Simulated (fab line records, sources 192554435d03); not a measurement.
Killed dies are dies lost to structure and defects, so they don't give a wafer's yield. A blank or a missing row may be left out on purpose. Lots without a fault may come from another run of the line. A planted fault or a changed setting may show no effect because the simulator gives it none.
Which tool did it? | flow n5_finfet | 11 lots, 33 wafers sampled, at 5 steps of a route of 1938

WHAT THE GAUGES READ, wafer by wafer
N5_BEOL_M4_RC_MEAS_101. Usual: DIBL_N 37.5 mV/V, standard deviation 2.5; DIBL_P 38 mV/V, standard deviation 3.1; IOFF_N 0.19 nA/um, standard deviation 0.059; IOFF_P 0.24 nA/um, standard deviation 0.061; ION_N 679 uA/um, standard deviation 16; ION_P 465 uA/um, standard deviation 9.8; SS_N 72.0 mV/dec, standard deviation 0.8; SS_P 73.7 mV/dec, standard deviation 0.86; VT_N 248 mV, standard deviation 4.5; VT_P -249 mV, standard deviation 3.5.
lot  | measured     | on        | DIBL_N (mV/V)  | DIBL_P (mV/V) | IOFF_N (nA/um) | IOFF_P (nA/um) | ION_N (uA/um) | ION_P (uA/um) | SS_N (mV/dec)  | SS_P (mV/dec)  | VT_N (mV)   | VT_P (mV)      | flag
L394 | day 8 02:04  | prober-02 | 37.3 37.3 37.4 | 38 40 38      | 0.18 0.19 0.18 | 0.23 0.27 0.22 | 677 675 676   | 459 465 460   | 72.0 72.5 72.6 | 73.5 74.2 73.8 | 250 248 255 | -250 -248 -252 |
L396 | day 8 20:26  | prober-01 | 35.7 33.3 37.1 | 36 34 38      | 0.15 0.11 0.18 | 0.19 0.17 0.24 | 673 651 669   | 458 455 461   | 71.9 70.6 71.6 | 72.4 71.8 73.8 | 253 255 248 | -250 -253 -249 |
L398 | day 8 23:56  | prober-02 | 31.0 33.5 33.7 | 28 33 35      | 0.08 0.12 0.13 | 0.12 0.18 0.19 | 644 679 672   | 452 467 462   | 70.6 69.8 70.2 | 70.8 72.5 73.0 | 259 253 250 | -255 -251 -250 |
L399 | day 9 23:35  | prober-01 | 33.7 37.1 41.1 | 34 39 44      | 0.12 0.18 0.31 | 0.17 0.23 0.34 | 662 677 705   | 453 464 477   | 71.2 71.8 73.1 | 72.9 73.8 75.8 | 255 249 244 | -252 -246 -245 |
L400 | day 10 05:40 | prober-02 | 35.9 37.2 33.6 | 37 37 34      | 0.16 0.19 0.11 | 0.20 0.20 0.17 | 667 680 659   | 459 461 451   | 72.3 72.0 70.9 | 73.8 73.0 73.0 | 251 249 255 | -252 -251 -254 |
L401 | day 10 21:11 | prober-01 | 34.4 38.7 37.1 | 35 39 37      | 0.10 0.18 0.14 | 0.16 0.24 0.20 | 657 673 651   | 453 467 452   | 70.8 71.8 71.5 | 73.2 74.1 73.1 | 260 247 252 | -253 -249 -251 |
L404 | day 11 12:04 | prober-02 | 39.0 36.6 42.2 | 40 38 45      | 0.23 0.17 0.37 | 0.28 0.24 0.43 | 694 672 714   | 469 463 484   | 71.8 71.9 72.8 | 73.5 73.4 74.8 | 244 249 238 | -247 -248 -242 |
L405 | day 11 13:14 | prober-02 | 35.6 34.5 37.2 | 35 34 38      | 0.15 0.14 0.18 | 0.17 0.17 0.22 | 660 672 678   | 448 453 450   | 71.4 71.0 71.9 | 73.2 72.5 73.9 | 250 248 246 | -255 -255 -250 |
L407 | day 11 19:13 | prober-02 | 35.8 36.5 38.3 | 36 37 38      | 0.13 0.14 0.19 | 0.21 0.21 0.27 | 659 658 682   | 465 455 471   | 71.9 71.5 72.0 | 73.3 73.3 74.3 | 256 252 248 | -249 -250 -248 |
L411 | day 12 20:11 | prober-02 | 34.5 36.0 39.9 | 35 35 40      | 0.14 0.14 0.24 | 0.21 0.20 0.28 | 668 668 696   | 462 459 475   | 70.9 71.2 71.8 | 73.5 73.8 74.1 | 249 251 244 | -249 -250 -246 |
L415 | day 14 00:07 | prober-02 | 37.5 34.7 37.5 | 39 35 40      | 0.18 0.13 0.19 | 0.22 0.17 0.26 | 679 673 677   | 466 459 463   | 72.5 71.5 72.1 | 73.7 73.4 74.5 | 251 254 248 | -252 -252 -249 |

N5_MIM_TOP_LITHO_CD_MEAS_08: target cd 2000 nm. Usual: cd_nm 2000.0 nm, standard deviation 2.3.
lot  | measured     | on        | cd_nm (nm)           | flag
L394 | day 12 01:11 | cd_sem-01 | 2000.5 1999.7 2000.9 |
L396 | day 12 23:07 | cd_sem-01 | 1998.3 2002.3 2002.6 |
L398 | day 13 06:08 | cd_sem-01 | 1998.1 2000.0 2003.5 |
L399 | day 13 18:22 | cd_sem-02 | 1999.0 2001.8 2001.2 |
L400 | day 13 20:03 | cd_sem-03 | 1999.0 2004.3 1997.5 |
L401 | day 15 04:14 | cd_sem-03 | 1999.4 2002.8 1998.9 |
L404 | day 15 09:17 | cd_sem-01 | 1998.7 2000.6 2003.5 |
L405 | day 16 03:45 | cd_sem-02 | 2001.5 1997.1 1996.1 |
L407 | day 16 03:00 | cd_sem-02 | 1997.8 2001.6 2001.1 |
L411 | day 17 00:52 | cd_sem-03 | 2000.6 1998.0 2001.2 |
L415 | day 18 06:51 | cd_sem-02 | 2000.8 1998.3 2002.9 |

N5_PASSIVATION_OVL_MEAS_63. Usual: PAD_OVL -1 nm, standard deviation 4.6.
lot  | measured     | on         | PAD_OVL (nm) | flag
L394 | day 12 09:29 | overlay-01 | 2 0 -7       |
L396 | day 13 07:01 | overlay-02 | -7 -3 -1     |
L398 | day 13 12:43 | overlay-02 | -8 -11 -11   |
L399 | day 14 01:58 | overlay-01 | -2 -1 -3     |
L400 | day 14 02:23 | overlay-01 | -6 -4 -4     |
L401 | day 15 08:43 | overlay-01 | -2 -8 0      |
L404 | day 15 13:58 | overlay-02 | -3 1 3       |
L405 | day 16 10:07 | overlay-02 | 2 2 -6       |
L407 | day 16 08:22 | overlay-02 | -5 -1 -5     |
L411 | day 17 08:35 | overlay-01 | -10 -8       |
L415 | day 18 11:33 | overlay-01 | -4 -3 -8     |

WHICH TOOL RAN EACH LOT (tool, then ch and the chambers of the sampled wafers, then the start)
lot  | N5_MIM_TOP_ALD_02                           | N5_PASSIVATION_SPUTTER_20
L394 | ald_hk-03 ch 0,1, day 12 01:11 or earlier   | pvd_sputter-01, day 12 08:53
L396 | ald_hk-01 ch 1,2,3, day 12 23:07 or earlier | pvd_sputter-01, day 13 06:17
L398 | ald_hk-01 ch 1,2,3, day 13 06:08 or earlier | pvd_sputter-03, day 13 11:59
L399 | ald_hk-02 ch 1,2,3, day 13 18:22 or earlier | pvd_sputter-03, day 14 01:22
L400 | ald_hk-03 ch 0,2,3, day 13 20:03 or earlier | pvd_sputter-03, day 14 01:47
L401 | ald_hk-01 ch 0,3, day 15 04:14 or earlier   | pvd_sputter-02, day 15 08:07
L404 | ald_hk-03 ch 0,2, day 15 09:17 or earlier   | pvd_sputter-03, day 15 13:22
L405 | ald_hk-01 ch 0,2,3, day 16 03:45 or earlier | pvd_sputter-01, day 16 09:23
L407 | ald_hk-01 ch 0,1,2, day 16 03:00 or earlier | pvd_sputter-01, day 16 07:38
L411 | ald_hk-01 ch 2,3, day 17 00:52 or earlier   | pvd_sputter-03, day 17 07:50
L415 | ald_hk-01 ch 0,1,3, day 18 06:51 or earlier | pvd_sputter-01, day 18 10:49
- N5_MIM_TOP_ALD_02: deposits Al2O3, purge time 3 s, co reactant pulse time 3 s.
- N5_PASSIVATION_SPUTTER_20: material TaN, target thk 50 nm.

WHAT THE TOOLS THEMSELVES READ (means of the sampled wafers that have a number; where no wafer has one, the mark that the record gives instead)
N5_MIM_TOP_ALD_02. Usual: precursor_pulse_height_rel 1.000, standard deviation 0.02.
lot  | tool      | precursor_pulse_height_rel | flag
L394 | ald_hk-03 | 1.007                      |
L396 | ald_hk-01 | 1.018                      |
L398 | ald_hk-01 | 1.001                      |
L399 | ald_hk-02 | 1.004                      |
L400 | ald_hk-03 | 1.000                      |
L401 | ald_hk-01 | 1.002                      |
L404 | ald_hk-03 | 0.993                      |
L405 | ald_hk-01 | 0.991                      |
L407 | ald_hk-01 | 1.016                      |
L411 | ald_hk-01 | 1.002                      |
L415 | ald_hk-01 | 0.993                      |

N5_PASSIVATION_SPUTTER_20. Usual: throttle_valve_pct 29.8 %, standard deviation 1.1.
lot  | tool           | throttle_valve_pct (%) | flag
L394 | pvd_sputter-01 | 30.2                   |
L396 | pvd_sputter-01 | 30.1                   |
L398 | pvd_sputter-03 | 29.7                   |
L399 | pvd_sputter-03 | 30.1                   |
L400 | pvd_sputter-03 | 29.0                   |
L401 | pvd_sputter-02 | 30.4                   |
L404 | pvd_sputter-03 | 28.8                   |
L405 | pvd_sputter-01 | 30.2                   |
L407 | pvd_sputter-01 | 30.6                   |
L411 | pvd_sputter-03 | 28.4                   |
L415 | pvd_sputter-01 | 30.3                   |

THE ANSWER, worked out from the rows above alone
Rule: a lot is off if the mean of its wafers that have a number lies more than 3 standard deviations from the usual mean. A lot without any number at a reading at which 4 lots or more have one is off too. The other lots that the step has rows for count as sound. The gauges are gone through in route order, then the tools' own readings, and for those a lot's mean is taken as printed above. The first step at which some lot is off is used, and at that step the reading that is off furthest; a lot without a number counts as furthest.
No lot is off at any reading shown: from this, nothing can be told.

WHAT THE SIMULATOR HAD PUT IN
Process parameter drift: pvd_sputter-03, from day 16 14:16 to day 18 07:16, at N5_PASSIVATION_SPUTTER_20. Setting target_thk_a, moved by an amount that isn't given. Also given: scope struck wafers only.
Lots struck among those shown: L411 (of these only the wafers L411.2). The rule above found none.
